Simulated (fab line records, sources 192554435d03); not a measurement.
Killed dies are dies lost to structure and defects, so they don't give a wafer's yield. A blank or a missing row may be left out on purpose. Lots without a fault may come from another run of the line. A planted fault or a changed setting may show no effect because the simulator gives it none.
Chamber matching | flow n5_finfet | N5_BEOL_M3_STRIP_19 on rie_diel-03: 4 sister chambers
The step strips in O2. 16 wafers are shown with their chamber, then 8 later ones without.

WAFERS WITH THEIR CHAMBER
wafer  | chamber | showerhead_plenum_p_Torr (Torr) | throttle_valve_pct (%) | drypump_motor_current_A (A)
L076.3 | 1       | 2.18                            | 17.05                  | 6.1
L076.4 | 3       | 2.19                            | 16.63                  | 6.3
L076.6 | 2       | 2.06                            | 16.40                  | 6.3
L077.4 | 0       | 2.04                            | 16.08                  | 5.7
L077.5 | 2       | 2.06                            | 16.42                  | 6.3
L077.6 | 1       | 2.18                            | 17.03                  | 6.1
L078.4 | 2       | 2.06                            | 16.41                  | 6.3
L078.5 | 0       | 2.04                            | 16.09                  | 5.6
L078.6 | 3       | 2.18                            | 16.63                  | 6.3
L080.1 | 0       | 2.04                            | 16.09                  | 5.6
L080.4 | 1       | 2.18                            | 17.06                  | 6.1
L080.5 | 1       | 2.18                            | 17.05                  | 6.1
L083.2 | 0       | 2.04                            | 16.10                  | 5.6
L083.5 | 0       | 2.04                            | 16.10                  | 5.6
L083.6 | 3       | 2.18                            | 16.64                  | 6.3
L087.2 | 2       | 2.06                            | 16.45                  | 6.3

SIGNATURES (means of the wafers above)
reading                  | chamber 0 | chamber 1 | chamber 2 | chamber 3 | scatter within a chamber
showerhead_plenum_p_Torr | 2.0400    | 2.1800    | 2.0600    | 2.1833    | 0.00236
throttle_valve_pct       | 16.0920   | 17.0475   | 16.4200   | 16.6333   | 0.0136
drypump_motor_current_A  | 5.620     | 6.100     | 6.300     | 6.300     | 0.0258
Rule: a wafer's distance from a chamber is the root of the sum, over the readings, of the square of ((its reading less the chamber's mean) divided by the reading's scatter). The wafer belongs to the nearest chamber; if the next one is less than 2 further off, it can't be placed. The scatter: the root of (the sum of the squares of (reading less its chamber's mean) over the shown wafers, divided by (wafers less chambers)).

WAFERS WITHOUT THEIR CHAMBER
wafer  | showerhead_plenum_p_Torr (Torr) | throttle_valve_pct (%) | drypump_motor_current_A (A)
L087.3 | 2.18                            | 16.65                  | 6.3
L087.6 | 2.18                            | 16.66                  | 6.3
L093.1 | 2.18                            | 16.67                  | 6.3
L093.3 | 2.17                            | 17.10                  | 6.1
L093.4 | 2.03                            | 16.12                  | 5.6
L097.1 | 2.17                            | 16.68                  | 6.3
L097.2 | 2.17                            | 17.12                  | 6.1
L097.4 | 2.03                            | 16.13                  | 5.6

WHICH CHAMBER EACH WENT THROUGH
wafer  | from the rows above | in truth
L087.3 | 3                   | 3
L087.6 | 3                   | 3
L093.1 | 3                   | 3
L093.3 | 1                   | 1
L093.4 | 0                   | 0
L097.1 | 3                   | 3
L097.2 | 1                   | 1
L097.4 | 0                   | 0
Placed correctly: 8 of 8. Can't be placed from these rows: 0. Placed wrongly: 0.
